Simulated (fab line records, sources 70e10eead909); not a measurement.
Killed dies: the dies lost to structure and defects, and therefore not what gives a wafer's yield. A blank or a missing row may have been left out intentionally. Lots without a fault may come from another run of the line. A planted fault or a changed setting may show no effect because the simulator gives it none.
Matching of chambers	flow nand harc	cmp-02 running NHARC_A_CHANNEL_FILL_D2_CMP_10: 4 sister chambers
The step polishes, target thk 150 nm. 16 wafers are shown with their chamber, then 8 later ones without.

== EACH WAFER AND ITS CHAMBER ==
wafer	chamber	motor current A (A)	slurry flow ml min	time to endpoint s (s)
L295.2	3	11.3	149.9	12.6
L295.3	2	12.2	149.7	18.6
L295.4	1	13.5	150.0	16.2
L297.4	2	12.2	149.5	14.8
L297.5	3	11.5	149.6	11.2
L297.6	2	12.2	149.4	12.9
L298.1	1	13.3	150.2	10.8
L298.2	2	12.7	149.2	14.5
L298.5	2	12.8	150.1	13.1
L302.2	0	13.0	149.7	9.0
L302.3	2	11.9	150.0	19.1
L302.4	1	13.4	150.3	8.9
L303.1	1	13.4	151.0	15.1
L303.2	3	11.4	150.1	6.7
L303.4	2	12.2	149.3	9.2
L312.2	1	13.2	150.0	16.5

SIGNATURES, as means of the wafers listed above
reading	chamber 0	chamber 1	chamber 2	chamber 3	scatter within a chamber
motor current A	13.000	13.360	12.314	11.400	0.238
slurry flow ml min	149.700	150.300	149.600	149.867	0.357
time to endpoint s	9.000	13.500	14.600	10.167	3.38
Rule: for each reading, subtract the chamber's mean from the wafer's reading, divide by that reading's scatter and square the result; add these up over the readings and take the root, which gives the wafer's distance from the chamber. If the next closest chamber is less than 2 further off than the closest, the wafer can't be placed; otherwise it belongs to the closest. The scatter: the root of (the sum of the squares of (reading less its chamber's mean) over the shown wafers, divided by (wafers less chambers)).

== WAFERS MISSING THEIR CHAMBER ==
wafer	motor current A (A)	slurry flow ml min	time to endpoint s (s)
L312.5	13.2	150.3	14.5
L312.6	13.2	150.4	16.4
L313.1	13.1	150.1	14.6
L313.2	11.1	150.3	13.8
L313.3	12.9	149.3	13.8
L315.2	12.8	149.6	13.2
L315.3	11.6	149.6	13.9
L315.4	11.1	150.5	12.1

== WHICH CHAMBER EACH ONE RAN IN ==
wafer	from the rows above	in truth
L312.5	can't be placed: 1 or 0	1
L312.6	can't be placed: 1 or 0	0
L313.1	can't be placed: 1 or 0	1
L313.2	3	3
L313.3	can't be placed: 0 or 2 or 1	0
L315.2	can't be placed: 0 or 2 or 1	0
L315.3	can't be placed: 3 or 2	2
L315.4	3	3
Correctly placed: 2 of 8. Not placeable from these rows: 6 (in 6, the candidates include the true chamber). Wrongly placed: 0.
